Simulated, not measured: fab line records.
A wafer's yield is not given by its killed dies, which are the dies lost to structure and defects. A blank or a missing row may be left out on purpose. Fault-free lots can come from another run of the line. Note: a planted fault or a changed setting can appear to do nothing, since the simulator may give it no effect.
The tool behind it: which one?	flow nandHarc	11 lots, 33 wafers sampled, at 7 steps of a route of 1302

== WHAT THE GAUGES READ, wafer by wafer ==
NHARC_P_M0_INSPECT_11. Usual: 3.9 for rawDefectCount, sd 2.1.
lot	measured	on	rawDefectCount	flag
L806	day 7 01:35	defectInspect-01	3 10 5	
L808	day 7 16:42	defectInspect-02	4 1 6	
L810	day 8 13:30	defectInspect-01	3 5 8	
L811	day 8 23:37	defectInspect-02	5 4 4	
L814	day 10 03:03	defectInspect-01	6 6 3	
L819	day 12 02:11	defectInspect-01	0 1 2	
L821	day 13 04:11	defectInspect-02	3 2 2	
L822	day 13 16:21	defectInspect-02	3 5 2	
L824	day 14 10:47	defectInspect-02	3 2 3	
L826	day 15 06:55	defectInspect-01	5 2 4	
L827	day 15 13:37	defectInspect-02	3 3 4	

NHARC_P_M0_INSPECT_27. Usual: 280 for rawDefectCount, sd 95.
lot	measured	on	rawDefectCount	flag
L806	day 7 04:17	defectInspect-01	133 172 159	
L808	day 7 19:14	defectInspect-01	232 351 276	
L810	day 8 16:02	defectInspect-01	255 220 340	
L811	day 9 02:08	defectInspect-01	270 326 197	
L814	day 10 05:35	defectInspect-02	141 293 186	
L819	day 12 04:59	defectInspect-02	665 666 517	OFF
L821	day 13 06:44	defectInspect-02	698 507 522	OFF
L822	day 13 18:53	defectInspect-02	232 341 274	
L824	day 14 13:19	defectInspect-02	357 452 518	
L826	day 15 09:26	defectInspect-01	159 263 256	
L827	day 15 16:47	defectInspect-01	361 455 456	

NHARC_P_M1_INSPECT_11. Usual: 4.0 for rawDefectCount, sd 2.2.
lot	measured	on	rawDefectCount	flag
L806	day 7 05:41	defectInspect-02	1 9 6	
L808	day 7 20:46	defectInspect-01	3 2 2	
L810	day 8 17:27	defectInspect-02	2 5 7	
L811	day 9 03:40	defectInspect-02	8 3 4	
L814	day 10 07:02	defectInspect-01	6 8 4	
L819	day 12 06:32	defectInspect-02	294 287 294	OFF
L821	day 13 08:08	defectInspect-01	281 269 278	OFF
L822	day 13 20:25	defectInspect-01	1 2 2	
L824	day 14 14:50	defectInspect-02	2 3 3	
L826	day 15 10:50	defectInspect-01	5 4 2	
L827	day 15 18:19	defectInspect-02	0 3 6	

NHARC_END_SORT_01. Usual: defectLimitedYield is 91 % with standard deviation 3.4, killedAtArray is 55 with standard deviation 23, killedAtOther is 1.0 with standard deviation 1.2, killedAtPeriphery is 3.2 with standard deviation 2.7, killedDies is 59 with standard deviation 23, killedOpen is 3.1 with standard deviation 1.6, and killedShort is 2.2 with standard deviation 1.5.
lot	measured	on	defectLimitedYield (%)	killedAtArray	killedAtOther	killedAtPeriphery	killedDies	killedOpen	killedShort	flag
L819	day 29 22:45	prober-01	60 62 61	36 39 29	1 2 3	235 217 229	272 258 261	4 2 2	1 3 1	OFF
L821	day 32 01:05	prober-02	61 65 59	49 35 46	0 0 0	213 201 231	262 236 277	1 1 5	1 1 2	OFF

== TOOL THAT RAN EACH LOT (tool first, then ch and the chambers of the sampled wafers, then the start) ==
lot	NHARC_P_M0_DESCUM_14	NHARC_P_M0_STRIP_18	NHARC_P_M0_CMP_23
L806	rieDiel-02 ch 0,1,2, day 7 01:40	rieDiel-02 ch 0,1,2, day 7 02:02	cmp-03 ch 1,2,3, day 7 03:49
L808	rieDiel-09 ch 1,2, day 7 16:46	rieDiel-09 ch 0,2, day 7 17:10	cmp-01 ch 1,2, day 7 18:46
L810	rieDiel-11 ch 0,2,3, day 8 13:34	rieDiel-09 ch 0,2,3, day 8 13:57	cmp-04 ch 0,1,3, day 8 15:33
L811	rieDiel-11 ch 2,3, day 8 23:41	rieDiel-11 ch 0,1,3, day 9 00:05	cmp-03 ch 1,2,3, day 9 01:40
L814	rieDiel-11 ch 0,3, day 10 03:07	rieDiel-11 ch 2,3, day 10 03:31	cmp-03 ch 2,3, day 10 05:07
L819	rieDiel-02 ch 0,1,3, day 12 02:17	rieDiel-11 ch 0,2, day 12 02:53	cmp-03 ch 2,3, day 12 04:32
L821	rieDiel-11 ch 0,3, day 13 04:16	rieDiel-09 ch 0,2,3, day 13 04:39	cmp-03 ch 0,2,3, day 13 06:19
L822	rieDiel-09 ch 0,1,2, day 13 16:25	rieDiel-02 ch 0,2,3, day 13 16:49	cmp-04 ch 1,2,3, day 13 18:25
L824	rieDiel-11 ch 0,2, day 14 10:50	rieDiel-11 ch 0,1, day 14 11:13	cmp-04 ch 0,1,2, day 14 12:51
L826	rieDiel-11 ch 1,2,3, day 15 06:59	rieDiel-11 ch 0,1, day 15 07:22	cmp-03 ch 0,1,2, day 15 09:01
L827	rieDiel-11 ch 0,1,3, day 15 13:41	rieDiel-09 ch 0,1,2, day 15 14:43	cmp-01 ch 0,2,3, day 15 16:19
- NHARC_P_M0_DESCUM_14: chemistry O2, time 3 s.
- NHARC_P_M0_STRIP_18: strips in N2/H2.
- NHARC_P_M0_CMP_23: polishes, t overpolish 20 s, target thk 117.54 nm.

== AS READ BY THE TOOLS THEMSELVES (means over the sampled wafers that have a number; for cases with no such wafer, the mark the record gives instead) ==
NHARC_P_M0_DESCUM_14. Usual: chamberPressureMTorr is 60.00 mTorr with standard deviation 0.052, drypumpMotorCurrentA is 5.7 A with standard deviation 0.43, mfcArSccm is 0.006 sccm with standard deviation 0.0082, oesProductAu is 0.998 a.u. with standard deviation 0.0094, rfVppV is 57.8 V with standard deviation 1, showerheadPlenumPTorr is 1.90 Torr with standard deviation 0.1, and throttleValvePct is 11.311 % with standard deviation 0.0099.
lot	tool	chamberPressureMTorr (mTorr)	drypumpMotorCurrentA (A)	mfcArSccm (sccm)	oesProductAu (a.u.)	rfVppV (V)	showerheadPlenumPTorr (Torr)	throttleValvePct (%)	flag
L806	rieDiel-02	60.01	6.2	0.018	0.992	57.7	2.01	11.310	
L808	rieDiel-09	60.00	5.8	0.000	0.985	57.9	1.88	11.304	
L810	rieDiel-11	59.96	5.7	0.004	0.997	58.1	1.92	11.311	
L811	rieDiel-11	60.01	5.7	0.002	0.993	58.0	1.92	11.312	
L814	rieDiel-11	59.99	5.6	0.005	1.004	58.1	1.91	11.319	
L819	rieDiel-02	59.98	6.0	0.011	1.004	56.9	1.96	11.304	
L821	rieDiel-11	59.97	5.6	0.003	1.011	57.9	1.84	11.313	
L822	rieDiel-09	60.04	5.8	0.000	1.005	58.3	1.91	11.308	
L824	rieDiel-11	60.00	5.6	0.005	0.999	59.1	1.98	11.321	
L826	rieDiel-11	60.02	5.7	0.003	1.002	56.5	1.84	11.310	
L827	rieDiel-11	60.04	5.7	0.005	1.005	56.9	1.83	11.306	

NHARC_P_M0_STRIP_18. Usual: chamberPressureMTorr is 30.000 mTorr with standard deviation 0.027, drypumpMotorCurrentA is 5.6 A with standard deviation 0.52, mfcArSccm is 0.006 sccm with standard deviation 0.0081, oesProductAu is 0.998 a.u. with standard deviation 0.01, rfVppV is 90.5 V with standard deviation 1.1, showerheadPlenumPTorr is 2.03 Torr with standard deviation 0.11, and throttleValvePct is 14.171 % with standard deviation 0.0083.
lot	tool	chamberPressureMTorr (mTorr)	drypumpMotorCurrentA (A)	mfcArSccm (sccm)	oesProductAu (a.u.)	rfVppV (V)	showerheadPlenumPTorr (Torr)	throttleValvePct (%)	flag
L806	rieDiel-02	29.992	6.2	0.018	0.997	91.7	2.14	14.167	
L808	rieDiel-09	29.987	5.7	0.000	0.989	90.9	2.10	14.177	
L810	rieDiel-09	30.015	5.3	0.003	0.996	90.9	2.06	14.170	
L811	rieDiel-11	30.004	5.7	0.005	0.988	90.1	1.96	14.176	
L814	rieDiel-11	30.007	5.7	0.002	1.004	90.8	2.04	14.175	
L819	rieDiel-11	29.969	5.6	0.005	1.004	90.4	2.12	14.169	
L821	rieDiel-09	29.999	5.3	0.003	0.998	90.0	2.04	14.166	
L822	rieDiel-02	30.020	5.8	0.007	0.999	90.6	2.08	14.173	
L824	rieDiel-11	29.996	5.7	0.007	0.997	90.4	1.95	14.170	
L826	rieDiel-11	30.002	5.7	0.007	1.003	90.2	1.95	14.162	
L827	rieDiel-09	30.007	5.8	0.000	1.001	90.7	2.03	14.162	

NHARC_P_M0_CMP_23. Usual: motorCurrentA 11.5 A, standard deviation 1.3; timeToEndpointS 29.1 s, standard deviation 2.7.
lot	tool	motorCurrentA (A)	timeToEndpointS (s)	flag
L806	cmp-03	12.2	29.1	
L808	cmp-01	11.0	28.8	
L810	cmp-04	11.2	31.0	
L811	cmp-03	12.2	29.1	
L814	cmp-03	12.3	29.3	
L819	cmp-03	12.1	27.7	
L821	cmp-03	11.7	29.3	
L822	cmp-04	11.8	25.1	
L824	cmp-04	12.4	27.8	
L826	cmp-03	13.1	28.3	
L827	cmp-01	10.1	28.0	

== THE ANSWER, worked out from the rows above alone ==
Rule: lot off if the mean of its wafers having a number is beyond 3 standard deviations from the usual mean. A lot without any number at a reading at which 4 lots or more have one is off too. Where the step has rows for the other lots, those lots are counted as sound. The gauges are gone through in route order, then the tools' own readings, and for those a lot's mean is taken as printed above. At the first step where some lot is off, the reading lying furthest off is the one used; lots without a number count as furthest.
Off: L819, L821, at NHARC_P_M0_INSPECT_27 (rawDefectCount).
If a tool, at a process step before that reading, ran all the lots that are off and no sound lot after the first of them, it fits. The gauges at NHARC_P_M0_INSPECT_27 aren't tried: what is off there is off at NHARC_END_SORT_01 too, on other tools, and a gauge's error can't cause that. Of those tried, none fits.

== WHAT THE SIMULATOR HAD INSERTED ==
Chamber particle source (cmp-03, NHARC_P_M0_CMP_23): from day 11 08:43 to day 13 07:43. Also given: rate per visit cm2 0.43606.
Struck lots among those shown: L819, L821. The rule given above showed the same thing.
